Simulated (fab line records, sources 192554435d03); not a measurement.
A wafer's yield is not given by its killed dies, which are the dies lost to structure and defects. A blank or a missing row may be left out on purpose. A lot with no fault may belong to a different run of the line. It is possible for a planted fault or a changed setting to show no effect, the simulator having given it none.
Which tool did it? | flow n5_finfet | 12 lots, 36 wafers sampled, at 3 steps of a route of 1938

## WHAT EACH GAUGE READ, for each wafer
N5_BEOL_M2_THK_MEAS_53: measures by xrf.
lot  | measured     | on            | M2_THK (nm)
L074 | day 6 22:23  | film_metro-02 | 37.6 40.7 39.8
L077 | day 7 11:50  | film_metro-01 | 40.8 41.9 39.4
L079 | day 8 13:03  | film_metro-01 | 41.1 41.2 41.2
L082 | day 8 19:26  | film_metro-02 | 36.2 39.8 39.4
L083 | day 9 00:43  | film_metro-01 | 40.5 35.5 40.1
L085 | day 9 18:20  | film_metro-01 | 42.4 41.4 41.3
L087 | day 10 00:17 | film_metro-01 | 37.6 41.0 42.4
L089 | day 11 00:01 | film_metro-02 | 36.5 38.6 36.4
L091 | day 11 04:50 | film_metro-02 | 39.7 39.0 37.5
L093 | day 11 23:26 | film_metro-02 | 40.0 40.7 39.2
L095 | day 12 04:08 | film_metro-01 | 38.7 39.3 40.8
L097 | day 12 10:12 | film_metro-02 | 38.2 40.0 38.9

## EACH LOT AND THE TOOL THAT RAN IT (in order: tool; ch and the chambers of the sampled wafers; start)
lot  | N5_BEOL_M2_ETCH_41                            | N5_BEOL_M2_ANNEAL_89
L074 | rie_diel-04 ch 0,2, day 6 20:42 or earlier    | pvd_sputter-03, day 6 20:42
L077 | rie_diel-03 ch 1,2, day 7 09:58 or earlier    | pvd_sputter-01, day 7 09:58
L079 | rie_diel-03 ch 0,2,3, day 8 11:28 or earlier  | pvd_sputter-03, day 8 11:28
L082 | rie_diel-05 ch 2,3, day 8 17:51 or earlier    | pvd_sputter-01, day 8 17:51
L083 | rie_diel-05 ch 0,1,3, day 8 23:08 or earlier  | pvd_sputter-02, day 8 23:08
L085 | rie_diel-05 ch 0,3, day 9 16:45 or earlier    | pvd_sputter-03, day 9 16:45
L087 | rie_diel-05 ch 0,2,3, day 9 22:41 or earlier  | pvd_sputter-01, day 9 22:41
L089 | rie_diel-05 ch 0,2,3, day 10 22:25 or earlier | pvd_sputter-01, day 10 22:25
L091 | rie_diel-05 ch 0,1,3, day 11 03:14 or earlier | pvd_sputter-01, day 11 03:14
L093 | rie_diel-05 ch 1,3, day 11 21:46 or earlier   | pvd_sputter-01, day 11 21:46
L095 | rie_diel-03 ch 0,2,3, day 12 02:23 or earlier | pvd_sputter-01, day 12 02:23
L097 | rie_diel-05 ch 0,3, day 12 08:26 or earlier   | pvd_sputter-01, day 12 08:26
- N5_BEOL_M2_ETCH_41: etches SiCN in CH3F/O2, target depth 29.9 nm, time 52.5 s.
- N5_BEOL_M2_ANNEAL_89: time 240 s.

## THE ANSWER, worked out from the rows above alone
Rule: the lots themselves supply what counts as usual. Put in order of their means at a reading, lots are off if they are a third of the lots or fewer, leave a main group of 4 or more, and stand apart from it by a gap of 3 or more times the standard deviation of the main group's means; of several such gaps the widest counts. Not used: any main group whose means are identical at the precision the tables above print for the reading. A lot without any number at a reading at which 4 lots or more have one is off too. All remaining lots with rows at the step are treated as sound.
None of the lots is off at any reading shown; this tells nothing.

## WHAT THE SIMULATOR HAD INSERTED
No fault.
